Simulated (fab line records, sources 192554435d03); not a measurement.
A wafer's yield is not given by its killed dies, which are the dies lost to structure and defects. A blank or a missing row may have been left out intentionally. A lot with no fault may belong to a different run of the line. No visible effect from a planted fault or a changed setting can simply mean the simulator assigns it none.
Problem report in the 8D (eight disciplines) form, filled by code :: flow n5Finfet :: the parts of the form that need people (team, actions taken, sign-off) are left out

== 1. WHAT WENT WRONG ==
biasW at N5_MOL_CONTACT_COAG_ETCH_124 reads a mean of 98.45 W on 1 wafer of 1 lot; wafers without a fault read 73.03 W with a standard deviation of 0.21. So: +99 or more standard deviations from the usual mean.
The step: etches SiNx in CH3F/O2, stops on SiOC, target depth 6.5 nm.
Seen first at day 10 09:35 on rieDiel-06, wafer L744.2. At this step, 15 wafers from 5 lots have a number in the record. Rule for "out", or "out of limits": more than 4 standard deviations from the usual mean. All remaining wafers that have a number are taken as sound.

== 2. WHAT IT IS; WHAT IT IS NOT ==
question: which readings at this step
is: biasW, rfVppV
is not: drypumpMotorCurrentA, oesProductAu, showerheadPlenumPTorr, throttleValvePct

question: which lots
is: L744
is not: L724, L726, L736, L747

question: which wafers of those lots
is: L744.2
is not: L744.3, L744.4

question: read on which tools
is: rieDiel-06
is not: rieDiel-01, rieDiel-03

question: when
is: from day 10 09:35
is not: up to then (11 sound wafers); but 3 sound wafers of L747 came after

== 3. WHAT RULES OUT EACH SUSPECT ==
Counting: if a tool at a process step up to the reading ran every lot that is out, it stays a suspect. Sound lots after the first of them don't rule it out here, since some wafers of a struck lot are sound.
- rieDiel-03 at N5_MOL_CONTACT_COAG_DESCUM_45 (chemistry O2, time 7 s): kept. It processed L744, the lot that is out, at day 10 09:03, and its most recent sound lot before then was L736 at day 8 03:53.
- rieDiel-03 at N5_MOL_CONTACT_COAG_ETCH_65 (etches underlayer in N2/H2, target depth 13 nm, time 10.4 s): kept. It processed L744, the lot that is out, at day 10 09:05, and its most recent sound lot before then was L736 at day 8 03:55.
- aldSin-03 at N5_MOL_CONTACT_COAG_ALD_133 (deposits SiO2, target thk 5 nm, pulse time 1 s, co reactant pulse time 1 s): kept. It processed L744, the lot that is out, at day 10 09:11, and its most recent sound lot before then was L736 at day 8 04:01.
- rieDiel-06 at N5_MOL_CONTACT_COAG_ETCHBACK_134 (etches SiO2 in CHF3, target depth 10 nm, time 6.7 s): kept. It processed L744, the lot that is out, at day 10 09:24, and its most recent sound lot before then was L724 at day 5 14:45.
- rieDiel-06 at N5_MOL_CONTACT_COAG_ETCH_124 (etches SiNx in CH3F/O2, stops on SiOC, target depth 6.5 nm): kept. It processed L744, the lot that is out, at day 10 09:35, and its most recent sound lot before then was L724 at day 5 14:56. Its own readings are out on those wafers: biasW, rfVppV.
- In rieDiel-03 at N5_MOL_CONTACT_COAG_DESCUM_45, the wafers that are out were processed in chamber 0 and their sound lot-mates in chambers 1, 3.
- In rieDiel-03 at N5_MOL_CONTACT_COAG_ETCH_65, the wafers that are out were processed in chamber 0 and their sound lot-mates in chambers 1, 3.
- In aldSin-03 at N5_MOL_CONTACT_COAG_ALD_133, the wafers that are out were processed in chamber 1 and their sound lot-mates in chambers 0, 3.
- In rieDiel-06 at N5_MOL_CONTACT_COAG_ETCHBACK_134, the wafers that are out were processed in chamber 1 and their sound lot-mates in chambers 0, 2.
- In rieDiel-06 at N5_MOL_CONTACT_COAG_ETCH_124, the wafers that are out were processed in chamber 1 and their sound lot-mates in chambers 0, 2.
Left after counting: rieDiel-03 at N5_MOL_CONTACT_COAG_DESCUM_45, rieDiel-03 at N5_MOL_CONTACT_COAG_ETCH_65, aldSin-03 at N5_MOL_CONTACT_COAG_ALD_133, rieDiel-06 at N5_MOL_CONTACT_COAG_ETCHBACK_134, rieDiel-06 at N5_MOL_CONTACT_COAG_ETCH_124.

== 4. THE CAUSE (what the simulator had put in) ==
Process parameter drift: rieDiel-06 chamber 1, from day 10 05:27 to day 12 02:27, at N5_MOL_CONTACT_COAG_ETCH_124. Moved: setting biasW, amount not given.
Counting leaves 5 suspects; this tool is one of them.

== 5. THE CHAIN OF EFFECTS, in route order ==
Rows list readings where the struck wafers' mean (over those with a number) sits beyond 3 standard deviations from the usual. Only readings for which the record gives a usual standard deviation are gone through. hours: the time from each lot's start at the first step in this table that gives one to its start at this step, as a median over the lots. sigmas: the change in usual standard deviations.
hours: 0
step: N5_MOL_CONTACT_COAG_ETCH_124
reading: biasW
usual: 73.03 W
on struck wafers: 98.45
change: +25.42
sigmas: +99 or more

hours: 0
step: N5_MOL_CONTACT_COAG_ETCH_124
reading: rfVppV
usual: 298.1 V
on struck wafers: 374.3
change: +76.2
sigmas: +35
Its process steps:
- N5_MOL_CONTACT_COAG_ETCH_124: etches SiNx in CH3F/O2, stops on SiOC, target depth 6.5 nm.
Later measuring or inspecting steps at which every struck wafer that the step has a row for has a number for every such reading, and none has moved that far: N5_BEOL_M4_RC_MEAS_101.

== 6. HOW IT WOULD HAVE BEEN CAUGHT EARLIER ==
4 hours passed between the start of the fault at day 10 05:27 and the first reading out of limits in this record, taken at day 10 09:35.
